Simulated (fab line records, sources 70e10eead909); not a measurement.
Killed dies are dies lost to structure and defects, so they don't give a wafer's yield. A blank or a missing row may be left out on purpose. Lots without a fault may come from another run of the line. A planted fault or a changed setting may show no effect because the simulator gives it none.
Which tool did it? | flow nand_harc | 7 lots, 21 wafers sampled, at 4 steps of a route of 1159

WHAT THE GAUGES READ, wafer by wafer
NHARC_A_M0_CD_MEAS_09: target cd 80 nm.
lot  | measured     | on        | cd_nm (nm)
L193 | day 17 19:06 | cd_sem-02 | 80.1 81.0 80.1
L194 | day 18 00:56 | cd_sem-03 | 79.4 79.3 79.7
L198 | day 19 10:59 | cd_sem-03 | 79.5 79.0 79.4
L199 | day 20 00:07 | cd_sem-03 | 79.9 79.8 79.6
L205 | day 21 12:35 | cd_sem-02 | 79.9 79.5 79.5
L204 | day 21 19:43 | cd_sem-02 | 68.2 67.7 68.3
L213 | day 22 22:13 | cd_sem-03 | 79.5 80.3 79.6

WHICH TOOL RAN EACH LOT (tool, then ch and the chambers of the sampled wafers, then the start)
lot  | NHARC_A_BLC_ETCH_16                | NHARC_A_BLC_ETCH_18                           | NHARC_A_M0_PEB_07
L193 | rie_diel-12 ch 1,2,3, day 17 12:31 | rie_diel-12 ch 0,2,3, day 17 19:01 or earlier | litho_track-01 ch 0, day 17 19:01
L194 | rie_diel-08 ch 2,3, day 17 15:41   | rie_diel-08 ch 0,1,2, day 18 00:52 or earlier | litho_track-01 ch 0, day 18 00:52
L198 | rie_diel-03 ch 1,2,3, day 19 07:14 | rie_diel-03 ch 0,2, day 19 10:55 or earlier   | litho_track-06 ch 0, day 19 10:55
L199 | rie_diel-12 ch 0,1,3, day 19 15:24 | rie_diel-12 ch 0,3, day 20 00:02 or earlier   | litho_track-06 ch 0, day 20 00:02
L205 | rie_diel-12 ch 0,2,3, day 21 05:32 | rie_diel-12 ch 0,3, day 21 12:29 or earlier   | litho_track-06 ch 0, day 21 12:29
L204 | rie_diel-03 ch 1,3, day 21 14:58   | rie_diel-03 ch 0,2,3, day 21 19:38 or earlier | litho_track-06 ch 0, day 21 19:38
L213 | rie_diel-12 ch 0,1, day 22 17:14   | rie_diel-12 ch 1,2,3, day 22 22:08 or earlier | litho_track-01 ch 0, day 22 22:08
- NHARC_A_BLC_ETCH_16: etches the open film in CF4, target depth 39 nm, time 65 s.
- NHARC_A_BLC_ETCH_18: etches the open film in C4F8/O2/Ar, target depth 910 nm.
- NHARC_A_M0_PEB_07: peb time 65 s.

THE ANSWER, worked out from the rows above alone
Rule: what is usual is taken from the lots themselves. Put in order of their means at a reading, lots are off if they are a third of the lots or fewer, leave a main group of 4 or more, and stand apart from it by a gap of 3 or more times the standard deviation of the main group's means; of several such gaps the widest counts. A main group whose means are all the same, to the digits that the tables above print for the reading, isn't used. A lot without any number at a reading at which 4 lots or more have one is off too. The other lots that the step has rows for count as sound.
Off: L204, at NHARC_A_M0_CD_MEAS_09 (cd_nm). The main group: mean 79.7 nm, standard deviation 0.35.
A tool fits if, at a process step before that reading, it ran every lot that is off, and no sound lot after the first of them. The gauges at NHARC_A_M0_CD_MEAS_09 are tried like those tools. NHARC_A_BLC_ETCH_18 gives no start for some lots, so the hours and the order of its lots are those of NHARC_A_M0_PEB_07. Can't be told from this: 3 tools fit, rie_diel-03 at NHARC_A_BLC_ETCH_16 and NHARC_A_BLC_ETCH_18, litho_track-06 at NHARC_A_M0_PEB_07, cd_sem-02 at NHARC_A_M0_CD_MEAS_09.

WHAT THE SIMULATOR HAD PUT IN
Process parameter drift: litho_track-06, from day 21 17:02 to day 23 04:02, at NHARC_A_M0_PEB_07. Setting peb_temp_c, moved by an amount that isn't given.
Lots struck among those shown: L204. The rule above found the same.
